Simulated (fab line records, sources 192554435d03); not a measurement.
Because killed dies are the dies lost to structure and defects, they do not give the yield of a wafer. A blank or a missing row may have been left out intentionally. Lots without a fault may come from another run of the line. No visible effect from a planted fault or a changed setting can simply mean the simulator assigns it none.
fab line records	flow n5-finfet
record lots=24	wafers=72	last-day=18
route steps=1938 shown BEOL_M0@722 BEOL_M1@754
lots with no fault: from the same line, run without faults
start-h: start of the lot's first displayed wafer, in hours after the record's first day	wait-h: how many hours have passed since the lot's step before this one	" unchanged from the row above	L1.1+2: a single row standing in for several wafers	- no value, or no start given	* or withheld: withheld	< > ~ a bound
route shown NAME@n: a module of which the file shows steps, and the number in the route of the first	usual: mean and standard deviation over wafers with no fault	same: alike in all rows	chamber/n: place in a boat	sites: per-site readings	_std_site: standard deviation of those values	_edge_site: mean of outer sites minus mean of inner sites	radius-mm: how far each site lies from the wafer's centre	mask NAME#n: copy n	behind: the tool/chamber that last shaped the wafer	hold: reason for holding the lot/hours on hold/outcome of the hold	device: whichever transistor did not switch (one of n, p or np)	end of line: tests of these same wafers at the route's end	where a step has no rows: the recipe by itself	killed: the dies lost at the first sort to structure and to defects; this is not the yield of the wafer	map: a wafer's dies, marking killed ones x, the rest . and places with no die _
set.NAME: the setting as run; set.NAME@STEP: as run at that earlier step	model.NAME: the simulator's own value behind a step, which no gauge read
one table for each step of the route and one row for each wafer, over a sample of lots
services: the hour from which a tool's chamber was out of use, counted from the record's first day as start-h (under 0 if before that day), plus the number of hours and why
## steps
# step N5_BEOL_M0_STRIP_142
# recipe chemistry=N2/H2	time-s=10	power-w=450	temp-c=40	pressure-mtorr=20	rf-frequency-hz=6e+07	bias-power-w=7	n2-flow-sccm=200	h2-flow-sccm=200
# usual drypump-motor-current-A=5.8/0.47	oes-product-au=0.85/0.085	rf-vpp-V=59.0/0.93	showerhead-plenum-p-Torr=2.50/0.076	throttle-valve-pct=23.69/0.22
lot.wafer	tool	chamber	start-h	wait-h	drypump-motor-current-A	oes-product-au	rf-hours-counter-h	rf-vpp-V	showerhead-plenum-p-Torr	throttle-valve-pct
L074.1	rie-diel-03	2	120.90	0.0	5.7	0.93	16	57.0	2.49	23.58
L074.4	"	1	"	"	5.5	0.70	-	58.5	2.51	24.15
L074.6	"	3	"	"	5.3	0.73	-	58.7	2.43	23.71
L076.3	rie-diel-02	3	129.05	0.0	5.5	0.68	246	59.9	2.40	24.03
L076.4	"	3	"	"	5.5	0.67	-	58.4	2.40	24.03
L076.6	"	1	"	"	6.6	0.94	-	58.7	2.49	23.39
L075.1	rie-diel-04	0	130.88	0.0	5.2	0.82	101	58.9	2.45	24.07
L075.2	"	3	"	"	6.4	0.68	227	59.3	2.62	24.00
L075.6	"	2	"	"	6.1	0.86	-	58.4	2.57	23.24
L077.1	rie-diel-02	2	133.57	0.0	5.5	0.90	37	58.2	2.48	23.90
L077.4	"	3	"	"	5.6	0.68	-	56.8	2.40	24.03
L077.5	"	1	"	"	6.6	0.93	-	60.3	2.48	23.41
L078.1	rie-diel-02	3	137.36	0.0	5.6	0.67	251	58.4	2.39	24.03
L078.4	"	2	"	"	5.5	0.91	-	58.5	2.48	23.90
L078.6	"	1	"	"	6.7	0.92	-	58.8	2.48	23.41
L079.4	rie-diel-03	2	146.35	0.0	5.7	0.90	29	59.5	2.49	23.58
L079.5	"	0	"	"	5.4	0.98	-	59.6	2.49	23.51
L079.6	"	3	"	"	5.3	0.72	-	57.3	2.42	23.72
L080.1	rie-diel-03	2	155.85	0.0	5.7	0.89	34	59.1	2.49	23.60
L080.5	"	0	"	"	5.4	0.96	-	57.5	2.48	23.52
L080.6	"	3	"	"	5.3	0.71	-	58.4	2.42	23.72
L081.1	rie-diel-02	2	161.34	0.0	5.5	0.89	51	58.3	2.47	23.93
L081.2	"	1	"	"	6.7	0.89	28	58.0	2.48	23.43
L081.3	"	1	"	"	6.7	0.90	-	59.8	2.48	23.42
L082.1	rie-diel-03	0	161.54	0.0	5.4	0.95	11	59.1	2.48	23.53
L082.2	"	3	"	"	5.2	0.70	189	59.0	2.42	23.73
L082.3	"	2	"	"	5.7	0.89	37	59.5	2.49	23.60
L083.2	rie-diel-03	2	167.99	0.0	5.7	0.90	40	60.0	2.48	23.60
L083.4	"	3	"	"	5.3	0.70	-	59.4	2.42	23.75
L083.5	"	2	"	"	5.7	0.89	-	59.4	2.48	23.61
L084.2	rie-diel-02	0	180.63	0.0	5.7	0.95	9	59.0	2.60	23.70
L084.4	"	0	"	"	5.7	0.95	-	58.3	2.60	23.71
L084.5	"	2	"	"	5.5	0.87	-	58.4	2.47	23.90
L085.1	rie-diel-02	2	180.74	0.0	5.5	0.87	61	60.7	2.47	23.92
L085.4	"	2	"	"	5.5	0.86	-	59.0	2.47	23.92
L085.6	"	1	"	"	6.7	0.88	-	58.9	2.48	23.42
L086.1	rie-diel-02	1	204.31	0.0	6.7	0.86	44	59.8	2.47	23.45
L086.4	"	0	"	"	5.6	0.93	19	61.2	2.60	23.71
L086.5	"	1	"	"	6.7	0.87	-	59.7	2.47	23.45
L088.3	rie-diel-02	1	204.50	0.0	6.7	0.87	44	59.6	2.47	23.43
L088.5	"	2	"	"	5.5	0.86	-	57.6	2.46	23.94
L088.6	"	3	"	"	5.6	0.95	-	59.3	2.71	23.58
L087.3	rie-diel-02	1	209.70	0.0	6.7	0.87	46	60.6	2.47	23.43
L087.5	"	0	"	"	5.7	0.91	-	57.9	2.60	23.74
L087.6	"	1	"	"	6.7	0.86	-	58.0	2.47	23.45
L089.1	rie-diel-04	0	212.36	0.0	5.2	0.80	125	57.7	2.44	24.11
L089.4	"	0	"	"	5.2	0.80	-	58.8	2.44	24.09
L089.5	"	2	"	"	6.1	0.84	-	59.1	2.56	23.27
L090.2	rie-diel-02	1	214.83	0.0	6.6	0.86	47	60.1	2.47	23.44
L090.4	"	3	"	"	5.5	0.92	7	59.4	2.71	23.58
L090.6	"	3	"	"	5.5	0.93	-	60.6	2.71	23.59
L091.1	rie-diel-04	1	215.30	0.0	5.9	0.85	59	58.5	2.48	23.62
L091.2	"	0	"	"	5.2	0.80	127	57.5	2.44	24.10
L091.4	"	0	"	"	5.1	0.80	-	57.2	2.44	24.08
L093.1	rie-diel-02	2	229.42	0.0	5.5	0.84	80	58.5	2.46	23.95
L093.2	"	3	"	"	5.5	0.90	12	59.9	2.71	23.58
L093.4	"	0	"	"	5.6	0.90	28	59.4	2.59	23.74
L092.1	rie-diel-02	1	235.16	0.0	6.7	0.85	55	58.1	2.47	23.46
L092.4	"	3	"	"	5.6	0.90	14	60.7	2.71	23.60
L092.5	"	2	"	"	5.5	0.84	-	57.9	2.46	23.96
L094.3	rie-diel-03	3	235.36	0.0	5.2	0.69	213	58.8	2.41	23.76
L094.5	"	0	"	"	5.4	0.90	-	60.7	2.47	23.55
L094.6	"	3	"	"	5.3	0.68	-	59.2	2.41	23.78
L095.1	rie-diel-03	1	243.83	0.0	5.5	0.91	23	58.4	2.49	23.83
L095.2	"	3	"	"	5.3	0.68	217	57.8	2.41	23.77
L095.3	"	2	"	"	5.7	0.85	62	56.6	2.48	23.64
L096.1	rie-diel-03	1	251.78	0.0	5.6	0.91	25	57.8	2.49	23.83
L096.3	"	0	"	"	5.4	0.89	41	58.9	2.47	23.56
L096.4	"	2	"	"	5.7	0.85	65	58.8	2.47	23.64
L097.2	rie-diel-02	3	260.29	0.0	5.6	0.89	22	57.7	2.71	23.62
L097.4	"	0	"	"	5.6	0.88	38	58.4	2.59	23.74
L097.6	"	2	"	"	5.5	0.83	-	59.0	2.46	23.96
# step N5_BEOL_M0_PRE_CLEAN_113
# recipe gas=H2/He	time-s=30	temp-c=250
# usual heater-power-w=333/39
lot.wafer	tool	chamber	start-h	wait-h	heater-power-w
L074.1	pvd-sputter-01	-	121.86	0.0	384
L074.4	"	-	"	"	305
L074.6	"	-	"	"	314
L076.3	pvd-sputter-03	-	130.60	0.0	284
L076.4	"	-	"	"	339
L076.6	"	-	"	"	339
L075.1	pvd-sputter-03	-	133.37	0.0	271
L075.2	"	-	"	"	327
L075.6	"	-	"	"	286
L077.1	pvd-sputter-03	-	134.51	0.0	284
L077.4	"	-	"	"	282
L077.5	"	-	"	"	341
L078.1	pvd-sputter-02	-	137.80	0.0	305
L078.4	"	-	"	"	351
L078.6	"	-	"	"	305
L079.4	pvd-sputter-02	-	148.46	0.0	324
L079.5	"	-	"	"	365
L079.6	"	-	"	"	322
L080.1	pvd-sputter-03	-	157.90	0.0	346
L080.5	"	-	"	"	283
L080.6	"	-	"	"	353
L081.1	pvd-sputter-03	-	162.01	0.0	339
L081.2	"	-	"	"	354
L081.3	"	-	"	"	285
L082.1	pvd-sputter-02	-	162.12	0.0	321
L082.2	"	-	"	"	305
L082.3	"	-	"	"	366
L083.2	pvd-sputter-02	-	168.43	0.0	315
L083.4	"	-	"	"	318
L083.5	"	-	"	"	306
L084.2	pvd-sputter-03	-	181.51	0.0	335
L084.4	"	-	"	"	269
L084.5	"	-	"	"	279
L085.1	pvd-sputter-03	-	181.75	0.0	277
L085.4	"	-	"	"	280
L085.6	"	-	"	"	278
L086.1	pvd-sputter-01	-	205.29	0.0	386
L086.4	"	-	"	"	328
L086.5	"	-	"	"	384
L088.3	pvd-sputter-01	-	205.37	0.0	438
L088.5	"	-	"	"	386
L088.6	"	-	"	"	329
L087.3	pvd-sputter-02	-	210.33	0.0	359
L087.5	"	-	"	"	353
L087.6	"	-	"	"	320
L089.1	pvd-sputter-01	-	213.07	0.0	419
L089.4	"	-	"	"	326
L089.5	"	-	"	"	332
L090.2	pvd-sputter-02	-	215.77	0.0	350
L090.4	"	-	"	"	305
L090.6	"	-	"	"	317
L091.1	pvd-sputter-03	-	215.81	0.0	353
L091.2	"	-	"	"	333
L091.4	"	-	"	"	281
L093.1	pvd-sputter-01	-	230.02	0.0	323
L093.2	"	-	"	"	436
L093.4	"	-	"	"	312
L092.1	pvd-sputter-01	-	235.77	0.0	387
L092.4	"	-	"	"	425
L092.5	"	-	"	"	320
L094.3	pvd-sputter-02	-	236.11	0.0	306
L094.5	"	-	"	"	323
L094.6	"	-	"	"	358
L095.1	pvd-sputter-02	-	244.44	0.0	309
L095.2	"	-	"	"	319
L095.3	"	-	"	"	372
L096.1	pvd-sputter-01	-	253.19	0.0	318
L096.3	"	-	"	"	422
L096.4	"	-	"	"	382
L097.2	pvd-sputter-03	-	261.60	0.0	272
L097.4	"	-	"	"	279
L097.6	"	-	"	"	342
# step N5_BEOL_M1_HM_DEP_02
# recipe material=TiN	target-thk-a=200	temp-c=25	chamber-pressure-pa=0.49996
# usual throttle-valve-pct=29.9/0.96
lot.wafer	tool	chamber	start-h	wait-h	throttle-valve-pct
L074.1	pvd-sputter-01	-	125.18	0.2	31.7
L074.4	"	-	"	"	28.9
L074.6	"	-	"	"	28.8
L076.3	pvd-sputter-01	-	134.08	1.3	29.0
L076.4	"	-	"	"	30.2
L076.6	"	-	"	"	30.2
L075.1	pvd-sputter-02	-	136.84	1.2	28.9
L075.2	"	-	"	"	30.4
L075.6	"	-	"	"	28.5
L077.1	pvd-sputter-02	-	137.66	0.0	28.5
L077.4	"	-	"	"	30.5
L077.5	"	-	"	"	30.6
L078.1	pvd-sputter-02	-	141.06	0.7	28.5
L078.4	"	-	"	"	30.2
L078.6	"	-	"	"	28.6
L079.4	pvd-sputter-03	-	151.82	1.2	29.9
L079.5	"	-	"	"	29.7
L079.6	"	-	"	"	31.5
L080.1	pvd-sputter-02	-	160.84	0.7	29.9
L080.5	"	-	"	"	29.9
L080.6	"	-	"	"	28.6
L081.1	pvd-sputter-03	-	166.29	2.1	29.8
L081.2	"	-	"	"	31.5
L081.3	"	-	"	"	30.1
L082.1	pvd-sputter-03	-	166.39	2.2	30.0
L082.2	"	-	"	"	31.6
L082.3	"	-	"	"	30.1
L083.2	pvd-sputter-01	-	172.97	1.5	28.8
L083.4	"	-	"	"	28.6
L083.5	"	-	"	"	30.1
L084.2	pvd-sputter-02	-	187.53	2.0	28.6
L084.4	"	-	"	"	30.2
L084.5	"	-	"	"	30.3
L085.1	pvd-sputter-01	-	187.87	1.9	28.9
L085.4	"	-	"	"	31.8
L085.6	"	-	"	"	32.0
L086.1	pvd-sputter-01	-	207.72	0.2	30.1
L086.4	"	-	"	"	28.7
L086.5	"	-	"	"	30.3
L088.3	pvd-sputter-01	-	208.05	0.0	28.9
L088.5	"	-	"	"	31.6
L088.6	"	-	"	"	28.9
L087.3	pvd-sputter-03	-	214.98	0.9	31.3
L087.5	"	-	"	"	31.3
L087.6	"	-	"	"	29.8
L089.1	pvd-sputter-03	-	215.86	0.2	31.3
L089.4	"	-	"	"	29.7
L089.5	"	-	"	"	30.3
L090.2	pvd-sputter-03	-	218.10	0.1	30.2
L090.4	"	-	"	"	31.3
L090.6	"	-	"	"	29.9
L091.1	pvd-sputter-01	-	220.40	2.1	31.7
L091.2	"	-	"	"	28.9
L091.4	"	-	"	"	29.1
L093.1	pvd-sputter-01	-	236.77	0.5	29.8
L093.2	"	-	"	"	29.2
L093.4	"	-	"	"	28.8
L092.1	pvd-sputter-02	-	240.38	1.8	30.3
L092.4	"	-	"	"	28.9
L092.5	"	-	"	"	30.6
L094.3	pvd-sputter-02	-	240.74	0.9	28.9
L094.5	"	-	"	"	30.3
L094.6	"	-	"	"	29.6
L095.1	pvd-sputter-03	-	247.37	0.8	29.9
L095.2	"	-	"	"	29.6
L095.3	"	-	"	"	30.1
L096.1	pvd-sputter-01	-	256.81	1.3	28.7
L096.3	"	-	"	"	29.1
L096.4	"	-	"	"	29.8
L097.2	pvd-sputter-03	-	266.33	2.1	30.2
L097.4	"	-	"	"	29.8
L097.6	"	-	"	"	29.7
# step N5_BEOL_M1_CD_MEAS_11
# recipe target-cd-nm=17.05	landing-energy-ev=500	detector=se-inlens	polarity=opening
# usual cd-nm=17.05/0.24
lot.wafer	tool	chamber	start-h	wait-h	cd-nm
L074.1	cd-sem-02	0	125.57	-	17.33
L074.4	"	0	"	"	16.85
L074.6	"	0	"	"	17.10
L076.3	cd-sem-02	0	134.60	-	16.84
L076.4	"	0	"	"	17.34
L076.6	"	0	"	"	16.93
L075.1	cd-sem-03	0	137.23	-	17.07
L075.2	"	0	"	"	16.90
L075.6	"	0	"	"	16.96
L077.1	cd-sem-01	0	138.18	-	16.53
L077.4	"	0	"	"	17.15
L077.5	"	0	"	"	17.01
L078.1	cd-sem-02	0	141.58	-	17.32
L078.4	"	0	"	"	17.40
L078.6	"	0	"	"	17.35
L079.4	cd-sem-01	0	152.34	-	16.97
L079.5	"	0	"	"	17.18
L079.6	"	0	"	"	16.81
L080.1	cd-sem-03	0	161.23	-	17.08
L080.5	"	0	"	"	17.06
L080.6	"	0	"	"	17.15
L081.1	cd-sem-03	0	166.68	-	17.05
L081.2	"	0	"	"	17.33
L081.3	"	0	"	"	17.42
L082.1	cd-sem-03	0	166.79	-	16.89
L082.2	"	0	"	"	17.34
L082.3	"	0	"	"	16.87
L083.2	cd-sem-01	0	173.36	-	17.13
L083.4	"	0	"	"	17.35
L083.5	"	0	"	"	16.93
L084.2	cd-sem-03	0	187.93	-	17.15
L084.4	"	0	"	"	16.98
L084.5	"	0	"	"	16.94
L085.1	cd-sem-01	0	188.39	-	17.54
L085.4	"	0	"	"	17.36
L085.6	"	0	"	"	16.93
L086.1	cd-sem-03	0	208.11	-	16.87
L086.4	"	0	"	"	16.91
L086.5	"	0	"	"	16.74
L088.3	cd-sem-02	0	208.44	-	17.14
L088.5	"	0	"	"	17.05
L088.6	"	0	"	"	17.19
L087.3	cd-sem-02	0	215.51	-	16.82
L087.5	"	0	"	"	16.69
L087.6	"	0	"	"	17.05
L089.1	cd-sem-01	0	216.26	-	17.07
L089.4	"	0	"	"	16.88
L089.5	"	0	"	"	17.43
L090.2	cd-sem-01	0	218.51	-	17.45
L090.4	"	0	"	"	17.03
L090.6	"	0	"	"	17.34
L091.1	cd-sem-03	0	220.92	-	17.04
L091.2	"	0	"	"	16.99
L091.4	"	0	"	"	17.56
L093.1	cd-sem-01	0	237.15	-	17.10
L093.2	"	0	"	"	16.93
L093.4	"	0	"	"	17.09
L092.1	cd-sem-02	0	240.89	-	16.32
L092.4	"	0	"	"	16.84
L092.5	"	0	"	"	16.72
L094.3	cd-sem-02	0	241.13	-	17.01
L094.5	"	0	"	"	16.98
L094.6	"	0	"	"	16.85
L095.1	cd-sem-03	0	247.75	-	17.37
L095.2	"	0	"	"	16.74
L095.3	"	0	"	"	17.39
L096.1	cd-sem-03	0	257.34	-	16.82
L096.3	"	0	"	"	17.14
L096.4	"	0	"	"	16.74
L097.2	cd-sem-01	0	266.72	-	16.79
L097.4	"	0	"	"	17.46
L097.6	"	0	"	"	17.01
# step N5_BEOL_M1_DESCUM_16
# recipe chemistry=O2	time-s=7	source-power-w=50	bias-power-w=20	pressure-mtorr=20	rf-frequency-hz=2.712e+07	temp-c=40	resist=CAR-EUV	o2-flow-sccm=225
# usual drypump-motor-current-A=5.8/0.43	oes-product-au=0.78/0.096	rf-vpp-V=243.3/1.4	showerhead-plenum-p-Torr=2.10/0.075	throttle-valve-pct=20.50/0.29
lot.wafer	tool	chamber	start-h	wait-h	drypump-motor-current-A	oes-product-au	rf-hours-counter-h	rf-vpp-V	showerhead-plenum-p-Torr	throttle-valve-pct
L074.1	rie-diel-05	1	125.72	0.1	6.2	0.67	249	244.7	2.13	20.24
L074.4	"	3	"	"	5.9	0.79	132	244.7	2.19	20.72
L074.6	"	3	"	"	5.9	0.78	-	244.1	2.19	20.69
L076.3	rie-diel-05	1	134.72	0.0	6.2	0.67	253	243.9	2.13	20.24
L076.4	"	2	"	"	5.4	0.68	249	244.4	2.15	20.91
L076.6	"	2	"	"	5.4	0.67	-	243.9	2.15	20.90
L075.1	rie-diel-05	2	138.00	0.7	5.4	0.68	250	244.6	2.15	20.91
L075.2	"	3	"	"	5.9	0.77	137	246.3	2.19	20.70
L075.6	"	3	"	"	5.9	0.78	-	245.4	2.19	20.69
L077.1	rie-diel-01	0	138.86	0.6	6.7	0.74	200	243.7	2.05	20.27
L077.4	"	3	"	"	5.9	0.67	241	244.1	2.06	20.88
L077.5	"	0	"	"	6.7	0.74	-	243.9	2.05	20.25
L078.1	rie-diel-05	1	141.70	0.0	6.3	0.67	255	245.0	2.13	20.25
L078.4	"	1	"	"	6.2	0.68	-	241.4	2.12	20.25
L078.6	"	0	"	"	5.4	0.75	-	241.9	2.01	20.42
L079.4	rie-diel-01	1	152.46	0.0	4.9	0.70	196	243.3	2.15	20.43
L079.5	"	0	"	"	6.7	0.73	-	242.3	2.05	20.28
L079.6	"	3	"	"	5.9	0.66	-	241.7	2.06	20.88
L080.1	rie-diel-05	1	161.35	0.0	6.2	0.67	259	243.2	2.12	20.26
L080.5	"	3	"	"	5.9	0.77	-	243.8	2.19	20.72
L080.6	"	1	"	"	6.2	0.67	-	244.3	2.12	20.27
L081.1	rie-diel-06	2	166.80	0.0	5.8	0.69	231	241.4	1.97	20.88
L081.2	"	1	"	"	6.2	0.77	153	244.5	2.19	20.75
L081.3	"	3	"	"	5.9	0.90	29	242.7	2.05	20.38
L082.1	rie-diel-06	3	167.05	0.2	5.9	0.90	29	242.3	2.05	20.38
L082.2	"	2	"	"	5.8	0.68	231	241.6	1.97	20.88
L082.3	"	1	"	"	6.2	0.76	153	244.0	2.19	20.76
L083.2	rie-diel-01	0	173.49	0.0	6.7	0.74	210	241.8	2.05	20.28
L083.4	"	0	"	"	6.7	0.73	-	244.8	2.05	20.28
L083.5	"	1	"	"	4.9	0.70	-	244.0	2.14	20.44
L084.2	rie-diel-06	0	188.05	0.0	5.4	0.72	243	241.0	1.97	20.75
L084.4	"	3	"	"	5.9	0.89	36	244.0	2.05	20.40
L084.5	"	2	"	"	5.8	0.69	-	243.1	1.97	20.89
L085.1	rie-diel-06	3	188.51	0.0	5.9	0.89	36	241.4	2.05	20.41
L085.4	"	0	"	"	5.5	0.71	243	241.8	1.97	20.73
L085.6	"	0	"	"	5.5	0.71	-	241.3	1.97	20.73
L086.1	rie-diel-05	3	208.23	0.0	5.9	0.76	161	244.7	2.18	20.75
L086.4	"	2	"	"	5.4	0.90	14	243.2	2.15	20.60
L086.5	"	2	"	"	5.4	0.91	-	242.5	2.15	20.60
L088.3	rie-diel-05	0	208.56	0.0	5.4	0.74	155	240.5	2.01	20.46
L088.5	"	2	"	"	5.4	0.90	-	243.1	2.15	20.59
L088.6	"	1	"	"	6.2	0.97	-	243.8	2.12	19.79
L087.3	rie-diel-05	3	215.63	0.0	5.9	0.76	164	244.8	2.18	20.76
L087.5	"	2	"	"	5.4	0.90	-	243.5	2.15	20.60
L087.6	"	3	"	"	5.9	0.76	-	243.4	2.18	20.75
L089.1	rie-diel-06	1	216.38	0.0	6.2	0.76	168	245.2	2.18	20.80
L089.4	"	1	"	"	6.2	0.75	-	244.6	2.18	20.79
L089.5	"	2	"	"	5.8	0.68	-	240.5	1.97	20.89
L090.2	rie-diel-05	0	218.63	0.0	5.4	0.74	158	242.5	2.00	20.46
L090.4	"	2	"	"	5.4	0.90	17	243.0	2.15	20.60
L090.6	"	3	"	"	5.9	0.76	-	244.7	2.18	20.75
L091.1	rie-diel-01	3	221.04	0.0	5.9	0.95	9	242.9	2.06	20.39
L091.2	"	0	"	"	6.7	0.74	225	242.1	2.05	20.31
L091.4	"	1	"	"	4.9	0.70	216	244.7	2.14	20.46
L093.1	rie-diel-06	3	237.28	0.0	5.9	0.86	49	242.2	2.05	20.42
L093.2	"	1	"	"	6.2	0.74	175	244.8	2.18	20.80
L093.4	"	3	"	"	5.9	0.88	-	243.2	2.05	20.40
L092.1	rie-diel-01	0	241.01	0.0	6.7	0.71	229	243.8	2.04	20.30
L092.4	"	1	"	"	4.9	0.69	220	245.0	2.14	20.47
L092.5	"	3	"	"	5.9	0.93	-	240.8	2.06	20.40
L094.3	rie-diel-06	3	241.25	0.0	5.9	0.86	51	242.7	2.05	20.42
L094.5	"	3	"	"	5.9	0.87	-	243.0	2.05	20.42
L094.6	"	0	"	"	5.5	0.99	-	244.2	2.23	20.32
L095.1	rie-diel-05	1	248.27	0.4	6.2	0.94	17	243.7	2.12	19.81
L095.2	"	2	"	"	5.4	0.88	26	244.3	2.14	20.61
L095.3	"	3	"	"	5.9	0.75	173	245.1	2.18	20.76
L096.1	rie-diel-01	0	257.46	0.0	6.7	0.71	234	242.7	2.04	20.30
L096.3	"	1	"	"	4.9	0.68	225	244.0	2.14	20.47
L096.4	"	2	"	"	6.0	0.71	172	241.7	2.00	20.18
L097.2	rie-diel-05	0	266.84	0.0	5.4	0.72	172	241.7	2.00	20.48
L097.4	"	1	"	"	6.2	0.93	24	242.7	2.11	19.82
L097.6	"	3	"	"	5.9	0.75	-	242.7	2.18	20.76
# step N5_BEOL_M1_HM_OPEN_17
# recipe chemistry=Cl2/BCl3	target-depth-a=200	overetch-a=60	target=TiN	mask-material=SOC	ion-energy-ev=150	pressure-mtorr=10	icp-w=1000	bias-w=126	Cl2_flow_sccm=53.25	bcl3-flow-sccm=21.75	Ar_flow_sccm=25
# usual drypump-motor-current-A=5.7/0.47	he-backside-leak-sccm=3.42/0.21	mfc-ar-sccm=25.01/0.073	oes-product-au=0.62/0.09	throttle-valve-pct=22.10/0.26
lot.wafer	tool	chamber	start-h	wait-h	drypump-motor-current-A	he-backside-leak-sccm	mfc-ar-sccm	oes-product-au	rf-hours-counter-h	throttle-valve-pct
L074.1	rie-metal-01	1	125.97	0.0	6.1	3.60	25.04	0.49	138	22.61
L074.4	"	1	"	"	6.1	3.60	25.05	0.49	-	22.63
L074.6	"	0	"	"	6.4	3.06	24.86	0.80	-	21.91
L076.3	rie-metal-02	1	135.00	0.1	6.3	3.57	25.10	0.56	-	21.98
L076.4	"	0	"	"	5.2	3.19	24.96	0.64	-	22.33
L076.6	"	0	"	"	5.3	3.25	24.90	0.65	-	22.32
L075.1	rie-metal-02	0	138.25	0.0	5.2	3.21	24.91	0.65	41	22.31
L075.2	"	1	"	"	6.3	3.39	25.05	0.55	103	22.00
L075.6	"	1	"	"	6.3	3.47	24.98	0.55	-	22.00
L077.1	rie-metal-03	1	139.10	0.0	5.6	3.53	25.00	0.52	129	22.30
L077.4	"	1	"	"	5.7	3.48	25.01	0.53	-	22.29
L077.5	"	1	"	"	5.6	3.54	24.95	0.52	-	22.29
L078.1	rie-metal-03	1	141.95	0.0	5.6	3.47	25.02	0.52	129	22.28
L078.4	"	1	"	"	5.6	3.35	25.00	0.53	-	22.27
L078.6	"	0	"	"	5.3	3.43	25.04	0.65	-	21.75
L079.4	rie-metal-01	1	152.74	0.1	6.1	3.53	24.84	0.49	-	22.61
L079.5	"	1	"	"	6.1	3.63	24.86	0.49	-	22.64
L079.6	"	0	"	"	6.4	3.18	24.98	0.77	-	21.90
L080.1	rie-metal-03	0	161.60	0.0	5.3	3.54	25.03	0.65	49	21.78
L080.5	"	1	"	"	5.6	3.44	25.05	0.52	-	22.30
L080.6	"	0	"	"	5.3	3.49	25.09	0.64	-	21.78
L081.1	rie-metal-02	1	167.05	0.0	6.4	3.65	25.09	0.55	106	22.00
L081.2	"	0	"	"	5.2	3.07	25.07	0.64	43	22.35
L081.3	"	1	"	"	6.4	3.74	25.05	0.56	-	21.99
L082.1	rie-metal-03	0	167.29	0.0	5.3	3.50	25.01	0.65	50	21.78
L082.2	"	1	"	"	5.6	3.61	25.12	0.51	131	22.32
L082.3	"	1	"	"	5.6	3.46	25.14	0.52	-	22.29
L083.2	rie-metal-02	0	173.74	0.0	5.2	3.47	25.07	0.65	44	22.32
L083.4	"	0	"	"	5.2	3.40	24.95	0.64	-	22.32
L083.5	"	1	"	"	6.3	3.78	25.01	0.55	-	22.00
L084.2	rie-metal-03	0	188.30	0.0	5.3	3.60	25.00	0.64	52	21.77
L084.4	"	1	"	"	5.6	3.63	25.05	0.51	-	22.31
L084.5	"	0	"	"	5.3	3.52	25.08	0.64	-	21.80
L085.1	rie-metal-03	0	188.76	0.0	5.3	3.54	24.96	0.65	52	21.77
L085.4	"	0	"	"	5.3	3.68	25.04	0.64	-	21.78
L085.6	"	0	"	"	5.3	3.58	25.02	0.65	-	21.77
L086.1	rie-metal-02	1	208.48	0.0	6.4	3.63	25.00	0.54	111	22.00
L086.4	"	1	"	"	6.3	3.35	24.97	0.54	-	22.00
L086.5	"	0	"	"	5.2	3.14	24.96	0.63	-	22.34
L088.3	rie-metal-02	1	208.84	0.1	6.3	3.40	25.05	0.54	-	22.02
L088.5	"	0	"	"	5.2	3.09	25.02	0.63	-	22.31
L088.6	"	1	"	"	6.3	3.23	25.09	0.54	-	22.01
L087.3	rie-metal-03	1	215.91	0.1	5.6	3.42	24.97	0.81	-	21.96
L087.5	"	0	"	"	5.3	3.53	25.00	0.63	-	21.79
L087.6	"	1	"	"	5.6	3.30	25.07	0.82	-	21.92
L089.1	rie-metal-02	0	216.63	0.0	5.2	3.09	24.98	0.63	49	22.34
L089.4	"	1	"	"	6.3	3.80	24.95	0.55	-	21.99
L089.5	"	1	"	"	6.3	3.64	24.89	0.55	-	22.01
L090.2	rie-metal-03	0	218.89	0.0	5.3	3.75	24.90	0.64	55	21.76
L090.4	"	1	"	"	5.6	3.28	24.97	0.82	-	21.93
L090.6	"	1	"	"	5.7	3.40	25.16	0.83	-	21.92
L091.1	rie-metal-02	0	221.29	0.0	5.2	3.06	24.95	0.64	50	22.35
L091.2	"	1	"	"	6.3	3.55	25.09	0.54	112	22.02
L091.4	"	1	"	"	6.4	3.50	25.09	0.54	-	22.00
L093.1	rie-metal-01	1	237.53	0.0	6.2	3.41	24.96	0.81	2	22.55
L093.2	"	0	"	"	6.4	3.21	24.99	0.75	11	21.92
L093.4	"	1	"	"	6.2	3.36	24.92	0.80	-	22.56
L092.1	rie-metal-02	1	241.26	0.0	6.3	3.54	24.96	0.54	114	22.02
L092.4	"	1	"	"	6.3	3.73	24.86	0.54	-	22.03
L092.5	"	0	"	"	5.2	3.30	24.94	0.63	-	22.34
L094.3	rie-metal-03	0	241.56	0.1	5.3	3.44	25.15	0.62	-	21.81
L094.5	"	0	"	"	5.3	3.54	25.09	0.63	-	21.78
L094.6	"	0	"	"	5.3	3.46	25.12	0.63	-	21.80
L095.1	rie-metal-01	1	248.52	0.0	6.1	3.41	25.04	0.80	3	22.54
L095.2	"	0	"	"	6.3	2.98	25.01	0.73	12	21.95
L095.3	"	1	"	"	6.1	3.43	24.94	0.80	-	22.56
L096.1	rie-metal-02	1	257.71	0.0	6.3	3.72	24.99	0.53	116	22.05
L096.3	"	0	"	"	5.3	3.14	25.00	0.62	-	22.37
L096.4	"	1	"	"	6.3	3.83	25.09	0.53	-	22.05
L097.2	rie-metal-02	1	267.09	0.0	6.3	3.65	25.11	0.54	116	22.01
L097.4	"	0	"	"	5.3	3.11	25.01	0.63	-	22.35
L097.6	"	1	"	"	6.3	3.70	24.91	0.54	-	22.03
## services
tool	chamber	start-h	hours	kind
rie-diel-06	3	115.07	1.5	repair
rie-diel-05	-	119.41	0.5	repair
rie-diel-02	1	120.80	6.6	repair
rie-diel-02	0	121.77	3.9	repair
rie-diel-02	0	127.39	-	clean
rie-diel-02	0	127.39	-	consumable-replace:focus-ring
rie-diel-02	0	127.39	34.7	scheduled-down
rie-diel-04	-	133.18	1.8	repair
rie-diel-03	0	136.09	6.4	repair
rie-diel-04	-	142.48	14.6	pm
rie-diel-06	1	147.10	9.0	repair
rie-diel-05	1	148.74	7.9	repair
pvd-sputter-02	-	150.44	9.3	repair
rie-diel-04	2	159.86	12.2	repair
rie-diel-01	3	161.06	3.2	repair
rie-diel-06	0	162.19	6.6	repair
rie-metal-03	-	209.05	0.9	repair
rie-metal-01	-	212.60	14.6	pm
rie-metal-01	-	227.46	4.3	pm
rie-metal-03	1	241.33	9.7	repair
rie-diel-05	0	247.47	3.2	repair
rie-diel-05	3	249.30	7.6	repair
rie-metal-02	-	259.26	2.8	pm
rie-diel-04	0	259.93	44.6	repair
## key
fault none
